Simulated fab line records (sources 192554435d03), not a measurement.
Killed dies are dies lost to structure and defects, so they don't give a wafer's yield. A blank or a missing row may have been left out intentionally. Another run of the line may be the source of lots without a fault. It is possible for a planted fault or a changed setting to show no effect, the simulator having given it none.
A struck lot beside a sound one ; flow n5 finfet ; 42 out of 1938 route steps
Sound: these wafers, L543.2, L543.3, L543.6. Wafers struck: L541.2, L541.3. The cause comes at the end.
At each step with rows: each side's tool, then ch and its chambers, then its first start. Under that, the readings that differ: sound wafers ; struck wafers ; difference of the means ; sigmas: that difference in standard deviations of wafers without a fault.
alike: same words and numbers on both sides, and readings whose means sit less than 2 such deviations apart. not compared: any withheld reading, any reading some wafer has no value for, any bound like >300 that may hide the same value, and any number with overlapping values for which the record gives no deviation.
Wherever a step has rows on one side only, a row that says differs or no value, or a row with sigmas, the two part there. When numbers do not overlap yet have no deviation, they are printed without sigmas and do not part them. Lack of a reading on every wafer of one side parts them only where that side has two or more wafers.

first, 4 steps without rows for these wafers: N5_HKMG_FIN_SOFTBAKE_07 (time 60 s); N5_HKMG_FIN_EXPOSE_09 (exposes mask NWFM); N5_HKMG_FIN_PEB_10 (peb time 60 s); N5_HKMG_FIN_DEVELOP_11 (develop time 30 s).
N5_HKMG_FIN_CD_MEAS_12 targets a cd of 92.8 nm.
  sound on cd sem-01 ch 0, day 9 17:22; struck on cd sem-02 ch 0, day 9 11:04
  alike: cd nm
N5_HKMG_FIN_OVL_MEAS_13:
  sound on overlay-02 ch 0, day 9 17:24; struck on overlay-01 ch 0, day 9 11:06
  alike: NWFM_OVL
N5_HKMG_FIN_INSPECT_14: inspects for defects (macro).
  struck on defect inspect-02, day 9 11:07; sound on defect inspect-02, day 9 17:25
  alike: raw defect count
N5_HKMG_FIN_DESCUM_17: chemistry O2, time 7.9 s.
  sound on rie diel-01 ch 0,1,2, day 9 17:28; struck on rie diel-06 ch 2,3, day 9 11:10
  alike: bias power w, drypump motor current A, o2 flow sccm, oes product au, rf vpp V, showerhead plenum p Torr, throttle valve pct
  not compared: rf hours counter h
N5_HKMG_FIN_ETCH_31: etches SiARC in CF4, target depth 45.5 nm, time 75.8 s.
  sound on rie diel-01 ch 0,1,2, day 9 17:29; struck on rie diel-06 ch 2,3, day 9 11:11
  alike: drypump motor current A, etch rf on time s, oes product au, rf vpp V, showerhead plenum p Torr, throttle valve pct
  not compared: rf hours counter h
N5_HKMG_FIN_ETCH_32: etches SOC in N2/H2, target depth 240 nm, time 300 s.
  sound on rie diel-01 ch 0,1,2, day 9 17:33; struck on rie diel-06 ch 2,3, day 9 11:15
  alike: drypump motor current A, h2 flow sccm, oes product au, rf vpp V, showerhead plenum p Torr, throttle valve pct
  not compared: rf hours counter h
then, 2 steps without rows for these wafers: N5_HKMG_FIN_STRIP_33 (strips in N2/H2); N5_HKMG_FIN_STRIP_34 (strips in CF4).
N5_HKMG_FIN_ETCH_35: etches SOC in N2/H2, target depth 215.8 nm, time 243.4 s.
  sound on rie diel-01 ch 0,1,2, day 9 17:46; struck on rie diel-06 ch 2,3, day 9 11:28
reading;sound;struck;difference;sigmas
oes product au (a.u.);0.69 0.78 0.67;1.08 0.98;+0.32;+5
model.HKMG_FIN.feature depth nm (nm);204.6 211.4 216.8;347.6 358;+141.9;
model.etch.depth nm (nm);204.6 211.3 216.9;347.6 357.9;+141.8;
model.SOC_of_HKMG_FIN_COAT_29.thk nm (nm);95.8 88.8 83.6;0 0;-89;
  alike: drypump motor current A, h2 flow sccm, rf vpp V, showerhead plenum p Torr, throttle valve pct
  not compared: rf hours counter h
N5_HKMG_FIN_STRIP_92: strips SOC in N2/H2, time 20 s.
  sound on rie diel-01 ch 0,1,2, day 9 17:55; struck on rie diel-06 ch 2,3, day 9 11:37
reading;sound;struck;difference;sigmas
model.SOC_of_HKMG_FIN_COAT_29.thk nm (nm);86 78.8 73.4;0 0;-79;
  alike: bias power w, drypump motor current A, h2 flow sccm, oes product au, power w, rf vpp V, showerhead plenum p Torr, throttle valve pct
  not compared: rf hours counter h
then, 15 steps without rows for these wafers: N5_HKMG_FIN_WET_ETCH_18 (etches TiN in SC1, time 55 s, target depth 5.2 nm, rinse time 30 s); N5_HKMG_FIN_STRIP_19 (strips in N2/H2, time 360 s); N5_HKMG_FIN_ALD_91 (deposits TiN, target thk 1 nm, pulse time 1 s, purge time 3 s); N5_HKMG_FIN_COAT_85 (time 60 s, resist thk 300 nm); N5_HKMG_FIN_ETCH_86 (etches SOC in N2/H2, stops on TiN, target depth 393.2 nm); N5_HKMG_FIN_STRIP_89 (strips SOC in N2/H2, time 20 s); N5_HKMG_FIN_WET_ETCH_87 (etches TiN in SC1, time 154.2 s, target depth 4.7 nm, rinse time 30 s); N5_HKMG_FIN_STRIP_88 (strips in N2/H2, time 360 s); N5_HKMG_FIN_NWFM_ALD_20 (deposits TiAlC, target thk 2 nm, pulse time 3 s, purge time 2 s); N5_HKMG_FIN_ALD_71 (deposits TiN, target thk 1 nm, pulse time 1 s, purge time 3 s); N5_HKMG_FIN_COAT_66 (time 60 s, resist thk 300 nm); N5_HKMG_FIN_ETCH_67 (etches SOC in N2/H2, stops on TiN, target depth 388.9 nm); N5_HKMG_FIN_STRIP_90 (strips SOC in N2/H2, time 20 s); N5_HKMG_FIN_WET_ETCH_73 (etches the open film in SC1, time 42.3 s, target depth 1.3 nm, rinse time 30 s); N5_HKMG_FIN_ETCHBACK_68 (etches the open film in Cl2/Ar, stops on HfO2, target depth 0.5 nm).
N5_HKMG_FIN_STRIP_69: strips in N2/H2, time 360 s.
  sound on plasma asher-01 ch 0, day 9 20:26; struck on plasma asher-01 ch 0, day 9 14:08
  alike: drypump motor current A, h2 flow sccm, heater power w
  not compared: rf hours counter h
N5_HKMG_FIN_ALD_21: deposits TiN, target thk 1.5 nm, pulse time 1 s, purge time 3 s.
  sound on ald metal-01 ch 2,3, day 9 20:49; struck on ald metal-03 ch 0,3, day 9 14:32
  alike: heater power w, precursor pulse height rel
then, 6 steps without rows for these wafers: N5_HKMG_FIN_ALD_72 (deposits W, target thk 2 nm, pulse time 1 s, purge time 2 s); N5_HKMG_FIN_W_FILL_22 (material W, target thk 60 nm, time 18.2 s); N5_HKMG_FIN_PRECLEAN_83 (cleans in DIW, time 57.5 s); N5_HKMG_FIN_SRD_84 (dry time 32 s); N5_HKMG_FIN_CMP_23 (polishes, stops on SiNx, t overpolish 10 s, target thk 46.326 nm); N5_HKMG_FIN_CMP_94 (polishes, stops on SiNx, t overpolish 4.7 s, target thk 43.299 nm).
N5_HKMG_FIN_INSPECT_28: inspects for defects (darkfield).
  struck on defect inspect-02, day 9 15:46; sound on defect inspect-02, day 9 22:05
  alike: raw defect count
then, 3 steps without rows for these wafers: N5_GATE_CUT_ETCHBACK_00 (etches W in SF6/Cl2); N5_GATE_CUT_ETCH_56 (etches TiN in Cl2/Ar, target depth 21.6 nm); N5_GATE_CUT_ETCHBACK_30 (etches TiN in Cl2/Ar, target depth 3 nm).
-- record jumps: 4 days separate the struck wafers' starts on either side; left off in module GATE_CUT, taken up again in module BEOL_M4, whose first shown step is the route's number 1111 --
N5_BEOL_M4_RC_MEAS_101:
  sound on prober-01 ch 0, day 13 21:51; struck on prober-02 ch 0, day 13 21:31
reading;sound;struck;difference;sigmas
EOT_N;10.66 10.55 10.68;10.37 10.28;-0.31;-3
EOT_P;10.49 10.54 10.57;10.25 10.19;-0.31;-3
IGATE_N (nA/um);0.0136 0.0104 0.0117;0.0411 0.0475;+0.0324;+18
IGATE_P (nA/um);0.0041 0.0031 0.0035;0.0118 0.0138;+0.0092;+17
ION_N (uA/um);681 690 682;674 649;-23;-2
  alike: DIBL_N, DIBL_P, IOFF_N, IOFF_P, ION_P, SS_N, SS_P, VT_N, VT_P

WHERE THEY PART
Earliest at N5_HKMG_FIN_ETCH_35; latest, in this record, at N5_BEOL_M4_RC_MEAS_101.

WHY: the cause the simulator had injected
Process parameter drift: rie diel-06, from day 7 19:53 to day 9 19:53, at N5_HKMG_FIN_ETCH_35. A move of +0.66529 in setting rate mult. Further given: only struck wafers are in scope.
